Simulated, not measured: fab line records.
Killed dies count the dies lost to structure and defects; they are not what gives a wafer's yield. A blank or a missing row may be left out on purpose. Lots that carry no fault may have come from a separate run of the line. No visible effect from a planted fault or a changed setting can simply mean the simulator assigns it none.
fab line records    flow nandHarc    part 2 of 2: steps 5 to 6 of 6
[record] lots = 23  wafers = 69  lastDay = 33
route steps=1302 shown A_STAIRCASE@701
lots that met no fault: taken from a fault-free run of the same line
startH: the number of hours between the record's first day and the start of the first shown wafer of the lot    waitH: hours since the lot's step before    " same as the row above    L1.1+2: several wafers, shown together as one row    - no value, or no start was given    * or withheld: withheld    < > ~ a bound
route shown NAME@n: names a module that has steps shown in the file, with the first one's number in the route    usual: mean/standard deviation of fault-free wafers    same: alike in all rows    chamber/n: place in a boat    sites: readings site by site    _std_site: the values' standard deviation    _edge_site: mean of outer sites minus mean of inner sites    radiusMm: how far each site lies from the wafer's centre    mask NAME#n: copy n    behind: the most recent tool/chamber to have shaped the wafer    hold: the reason the lot was held/the length of the hold in hours/how it ended    device: which transistor (n, p or np) failed to switch    end of line: the tests these same wafers got at the end of their route    a step without rows: its recipe alone    killed: the dies lost at the first sort to structure and to defects; this is not the yield of the wafer    map: the dies of a wafer, with x for killed, . for not killed, _ for no die there
set.NAME: the setting as run; set.NAME@STEP: as run at that earlier step    model.NAME: the simulator's own value behind a step, which no gauge read
the route's steps for a sample of lots (tables are steps, rows are wafers)
services: the hour from which a tool's chamber was out of use, counted from the record's first day as startH (under 0 if before that day), plus the number of hours and why
[[steps]]
[step NHARC_A_STAIRCASE_TRIM_231]
[recipe] timeS = 211.2  o2FlowSccm = 500  arFlowSccm = 0  biasW = 0  chemistry = O2
[usual] drypumpMotorCurrentA = 5.6/0.51  oesProductAu = 1.000/0.0065  rfVppV = 57.8/0.86  showerheadPlenumPTorr = 3.49/0.12  throttleValvePct = 17.037/0.0077
lot.wafer  tool        chamber  startH  waitH  drypumpMotorCurrentA  oesProductAu  rfHoursCounterH  rfVppV  showerheadPlenumPTorr  throttleValvePct
L075.4     rieDiel-05  1        -       -      4.8                   1.011         43               58.5    3.62                   17.042
L075.3     "           3        "       "      4.9                   0.997         37               57.3    3.39                   17.031
L075.5     "           1        "       "      4.8                   1.002         -                56.6    3.62                   17.053
L074.4     rieDiel-04  0        -       -      5.6                   0.999         3                58.1    3.41                   17.045
L074.3     "           3        "       "      6.2                   0.996         3                57.9    3.58                   17.041
L074.6     "           1        "       "      5.9                   1.003         -                57.3    3.47                   17.031
L077.4     rieDiel-04  2        -       -      5.2                   0.997         5                58.7    3.35                   17.029
L077.1     "           0        "       "      5.6                   0.993         5                56.1    3.40                   17.036
L077.6     "           1        "       "      5.9                   0.994         -                57.7    3.47                   17.038
L076.4     rieDiel-05  2        -       -      6.3                   1.018         49               57.0    3.47                   17.043
L076.2     "           0        "       "      6.1                   1.020         49               58.0    3.53                   17.030
L076.1     "           1        "       "      4.8                   1.017         52               58.6    3.61                   17.031
L079.1     rieDiel-05  0        -       -      6.2                   1.000         55               57.4    3.52                   17.041
L079.2     "           1        "       "      4.8                   1.005         58               58.9    3.61                   17.036
L079.6     "           2        "       "      6.3                   0.992         -                58.6    3.47                   17.040
L080.1     rieDiel-02  3        -       -      5.6                   0.997         4                57.4    3.30                   17.042
L080.4     "           0        "       "      5.1                   1.003         5                56.0    3.41                   17.028
L080.5     "           2        "       "      5.7                   1.003         -                58.2    3.56                   17.030
L082.2     rieDiel-05  2        -       -      6.3                   0.989         5                58.7    3.47                   17.032
L082.1     "           3        "       "      4.9                   0.993         5                58.0    3.38                   17.035
L082.4     "           0        "       "      6.1                   0.997         5                57.4    3.52                   17.037
L081.3     rieDiel-02  0        -       -      5.1                   0.995         13               56.8    3.41                   17.030
L081.2     "           1        "       "      5.7                   1.002         14               59.3    3.80                   17.040
L081.6     "           0        "       "      5.1                   1.001         -                58.2    3.41                   17.034
L083.3     rieDiel-05  2        -       -      6.2                   0.997         10               59.5    3.46                   17.057
L083.6     "           0        "       "      6.1                   1.006         -                57.8    3.52                   17.033
L083.5     "           1        "       "      4.8                   1.002         -                58.6    3.60                   17.022
L084.4     rieDiel-04  3        -       -      6.2                   0.992         35               57.4    3.56                   17.044
L084.6     "           1        "       "      5.9                   1.010         -                57.2    3.45                   17.042
L084.5     "           2        "       "      5.1                   1.006         -                57.3    3.34                   17.049
L085.3     rieDiel-05  3        -       -      4.9                   0.995         20               56.5    3.38                   17.031
L085.1     "           0        "       "      6.2                   1.001         23               57.7    3.51                   17.027
L085.5     "           0        "       "      6.1                   1.002         -                58.5    3.51                   17.045
L086.3     rieDiel-02  2        -       -      5.8                   0.997         28               58.9    3.55                   17.052
L086.6     "           2        "       "      5.7                   0.999         -                57.0    3.55                   17.042
L086.5     "           0        "       "      5.1                   0.990         -                56.5    3.40                   17.038
L087.2     rieDiel-04  0        -       -      5.6                   0.999         42               60.4    3.38                   17.042
L087.1     "           2        "       "      5.1                   1.000         36               59.1    3.34                   17.034
L087.5     "           0        "       "      5.6                   1.005         -                57.5    3.38                   17.027
L089.3     rieDiel-04  0        -       -      5.7                   1.002         47               57.4    3.38                   17.044
L089.1     "           1        "       "      5.9                   0.995         47               56.9    3.44                   17.034
L089.6     "           3        "       "      6.1                   0.998         -                57.0    3.55                   17.038
L088.4     rieDiel-02  2        -       -      5.7                   1.005         35               58.2    3.55                   17.029
L088.3     "           0        "       "      5.1                   1.005         39               56.8    3.39                   17.053
L088.6     "           2        "       "      5.7                   0.994         -                58.4    3.55                   17.036
L090.4     rieDiel-05  2        -       -      6.3                   0.985         35               57.7    3.45                   17.039
L090.3     "           3        "       "      4.9                   0.995         36               57.0    3.37                   17.039
L090.5     "           1        "       "      4.8                   0.993         -                57.6    3.59                   17.042
L091.3     rieDiel-02  2        -       -      5.7                   0.996         45               57.1    3.54                   17.026
L091.5     "           1        "       "      5.7                   0.995         -                57.4    3.78                   17.034
L091.6     "           2        "       "      5.7                   1.004         -                57.0    3.54                   17.019
L092.1     rieDiel-02  2        -       -      5.7                   1.003         47               58.2    3.54                   17.037
L092.3     "           3        "       "      5.6                   0.995         20               58.6    3.30                   17.033
L092.6     "           1        "       "      5.7                   0.999         -                58.4    3.78                   17.035
L093.1     rieDiel-04  2        -       -      5.1                   0.993         5                58.0    3.33                   17.023
L093.2     "           3        "       "      6.2                   1.001         4                56.6    3.55                   17.033
L093.6     "           3        "       "      6.2                   0.997         -                57.9    3.55                   17.040
L095.2     rieDiel-05  1        -       -      4.8                   0.996         53               59.4    3.58                   17.044
L095.4     "           2        "       "      6.3                   0.993         50               58.8    3.44                   17.033
L095.3     "           3        "       "      4.9                   0.999         49               57.7    3.36                   17.021
L094.2     rieDiel-05  2        -       -      6.3                   0.997         52               57.3    3.44                   17.035
L094.3     "           3        "       "      4.9                   1.002         50               57.2    3.36                   17.042
L094.6     "           1        "       "      4.8                   1.002         -                58.6    3.58                   17.041
L096.1     rieDiel-04  1        -       -      5.9                   0.999         16               56.3    3.43                   17.033
L096.3     "           3        "       "      6.2                   1.000         13               59.0    3.54                   17.039
L096.2     "           0        "       "      5.6                   0.999         8                56.3    3.37                   17.042
L097.1     rieDiel-04  2        -       -      5.1                   1.001         17               56.8    3.32                   17.042
L097.5     "           3        "       "      6.2                   0.998         -                57.2    3.54                   17.035
L097.6     "           0        "       "      5.6                   0.998         -                56.7    3.37                   17.030
[step NHARC_A_STAIRCASE_STRIP_295]
[recipe] o2FlowSccm = 500  arFlowSccm = 0  biasW = 0  chemistry = O2
[usual] drypumpMotorCurrentA = 5.6/0.42  oesProductAu = 1.000/0.0083  rfVppV = 57.6/0.93  showerheadPlenumPTorr = 3.47/0.15  throttleValvePct = 17.036/0.0091
lot.wafer  tool        chamber  startH  waitH  drypumpMotorCurrentA  oesProductAu  rfHoursCounterH  rfVppV  showerheadPlenumPTorr  throttleValvePct
L075.4     rieDiel-02  0        -       -      5.1                   1.017         48               57.9    3.42                   17.039
L075.3     "           3        "       "      5.6                   1.005         51               57.1    3.31                   17.047
L075.5     "           1        "       "      5.7                   1.003         -                57.6    3.29                   17.042
L074.3     rieDiel-02  1        -       -      5.7                   1.010         62               58.1    3.28                   17.046
L074.4     "           0        "       "      5.1                   1.010         56               57.9    3.41                   17.038
L074.6     "           2        "       "      5.7                   1.001         -                58.1    3.57                   17.050
L077.4     rieDiel-04  1        -       -      5.9                   0.994         11               57.5    3.46                   17.046
L077.1     "           0        "       "      5.6                   1.008         11               58.1    3.40                   17.018
L077.6     "           2        "       "      5.1                   0.991         -                57.9    3.35                   17.037
L076.2     rieDiel-04  0        -       -      5.6                   1.015         12               56.9    3.40                   17.045
L076.1     "           1        "       "      5.9                   1.007         13               57.8    3.46                   17.040
L076.4     "           2        "       "      5.2                   1.013         13               56.5    3.35                   17.032
L079.1     rieDiel-05  3        -       -      4.9                   0.989         1                57.2    3.39                   17.036
L079.2     "           1        "       "      4.8                   0.993         0                58.3    3.61                   17.014
L079.6     "           3        "       "      4.9                   0.986         -                58.2    3.39                   17.031
L080.1     rieDiel-04  1        -       -      5.9                   1.005         27               57.9    3.45                   17.022
L080.4     "           3        "       "      6.2                   0.995         24               56.3    3.57                   17.035
L080.5     "           2        "       "      5.1                   0.999         -                55.5    3.34                   17.029
L082.4     rieDiel-04  3        -       -      6.2                   0.992         29               58.1    3.56                   17.031
L082.1     "           0        "       "      5.6                   1.003         32               57.1    3.39                   17.035
L082.2     "           1        "       "      5.9                   1.003         32               57.4    3.45                   17.029
L081.3     rieDiel-05  3        461.96  -      4.9                   1.000         14               56.2    3.38                   17.047
L081.2     "           0        "       "      6.1                   1.003         17               58.9    3.51                   17.051
L081.6     "           3        "       "      4.9                   1.010         -                57.2    3.38                   17.028
L083.3     rieDiel-02  0        -       -      5.1                   0.996         27               57.2    3.40                   17.050
L083.5     "           2        "       "      5.7                   0.995         -                58.8    3.55                   17.023
L083.6     "           0        "       "      5.1                   0.991         -                57.6    3.40                   17.022
L084.4     rieDiel-02  0        -       -      5.1                   0.996         -                57.2    3.40                   17.043
L084.6     "           1        "       "      5.7                   0.999         -                58.8    3.79                   17.048
L084.5     "           0        "       "      5.1                   1.004         -                56.9    3.40                   17.037
L085.1     rieDiel-05  2        -       -      6.3                   0.992         26               57.0    3.46                   17.014
L085.3     "           0        "       "      6.1                   0.996         27               56.8    3.51                   17.052
L085.5     "           2        "       "      6.3                   0.993         -                58.4    3.46                   17.046
L087.1     rieDiel-05  2        -       -      6.3                   0.978         27               57.9    3.46                   17.036
L087.2     "           0        "       "      6.1                   1.001         28               58.1    3.51                   17.047
L087.5     "           2        "       "      6.3                   0.991         -                56.7    3.46                   17.042
L086.3     rieDiel-05  2        -       -      6.2                   0.989         28               56.0    3.45                   17.045
L086.5     "           2        "       "      6.2                   0.990         -                55.7    3.45                   17.045
L086.6     "           3        "       "      4.9                   1.012         -                57.2    3.37                   17.038
L089.1     rieDiel-02  3        -       -      5.6                   0.998         14               57.8    3.30                   17.020
L089.3     "           0        "       "      5.1                   1.012         43               57.6    3.39                   17.041
L089.6     "           0        "       "      5.1                   1.013         -                56.8    3.39                   17.028
L088.3     rieDiel-02  1        -       -      5.7                   0.996         43               60.0    3.78                   17.030
L088.4     "           3        "       "      5.7                   1.004         15               58.0    3.30                   17.038
L088.6     "           2        "       "      5.7                   1.002         -                59.7    3.54                   17.024
L090.4     rieDiel-02  3        -       -      5.7                   1.001         25               57.7    3.29                   17.051
L090.3     "           2        "       "      5.8                   1.014         53               58.4    3.54                   17.051
L090.5     "           3        "       "      5.6                   1.015         -                56.2    3.29                   17.038
L091.3     rieDiel-02  2        -       -      5.7                   1.012         53               58.7    3.54                   17.024
L091.6     "           1        "       "      5.7                   0.994         -                59.9    3.77                   17.043
L091.5     "           2        "       "      5.7                   1.009         -                57.8    3.54                   17.033
L092.1     rieDiel-02  0        -       -      5.1                   1.001         58               57.3    3.38                   17.036
L092.3     "           2        "       "      5.7                   1.008         53               58.4    3.54                   17.039
L092.6     "           0        "       "      5.1                   1.002         -                58.5    3.38                   17.035
L093.1     rieDiel-04  1        -       -      5.9                   1.003         13               56.6    3.43                   17.046
L093.2     "           2        "       "      5.1                   1.005         12               56.5    3.32                   17.024
L093.6     "           1        "       "      5.9                   1.011         -                57.2    3.43                   17.028
L095.4     rieDiel-02  1        -       -      5.7                   0.993         1                57.5    3.77                   17.043
L095.2     "           3        "       "      5.6                   0.994         0                57.2    3.29                   17.038
L095.3     "           0        "       "      5.1                   1.003         1                57.5    3.38                   17.035
L094.2     rieDiel-02  3        -       -      5.6                   1.001         3                56.3    3.29                   17.058
L094.3     "           2        "       "      5.6                   0.996         3                58.4    3.53                   17.025
L094.6     "           0        "       "      5.1                   1.002         -                56.3    3.38                   17.039
L096.2     rieDiel-02  3        -       -      5.6                   1.005         6                58.3    3.29                   17.046
L096.1     "           0        "       "      5.1                   0.997         6                59.1    3.38                   17.033
L096.3     "           2        "       "      5.7                   0.997         6                58.5    3.53                   17.031
L097.1     rieDiel-02  3        -       -      5.6                   0.991         11               57.7    3.29                   17.033
L097.5     "           3        "       "      5.6                   0.990         -                57.2    3.28                   17.028
L097.6     "           0        "       "      5.1                   0.991         -                56.8    3.37                   17.035
[[services]]
tool        chamber  startH  hours  kind
rieDiel-02  2        329.92  27.3   repair
rieDiel-05  0        337.25  -      clean
rieDiel-05  1        337.25  -      clean
rieDiel-05  2        337.25  -      clean
rieDiel-05  3        337.25  -      clean
rieDiel-05  0        361.76  -      clean
rieDiel-05  1        361.76  -      clean
rieDiel-05  2        361.76  -      clean
rieDiel-05  3        361.76  -      clean
rieDiel-05  0        386.26  -      clean
rieDiel-05  1        386.26  -      clean
rieDiel-05  2        386.26  -      clean
rieDiel-05  3        386.26  -      clean
rieDiel-02  3        394.60  6.4    repair
rieDiel-05  -        406.75  9.0    pm
rieDiel-05  0        406.75  9.0    ventCycle
rieDiel-05  1        406.75  9.0    ventCycle
rieDiel-02  2        485.22  11.9   repair
rieDiel-04  -        518.10  0.4    repair
rieDiel-04  -        532.73  9.0    pm
rieDiel-04  0        556.36  9.9    repair
rieDiel-02  -        571.95  9.0    pm
rieDiel-04  2        578.68  6.6    repair
rieDiel-05  -        583.79  9.0    pm
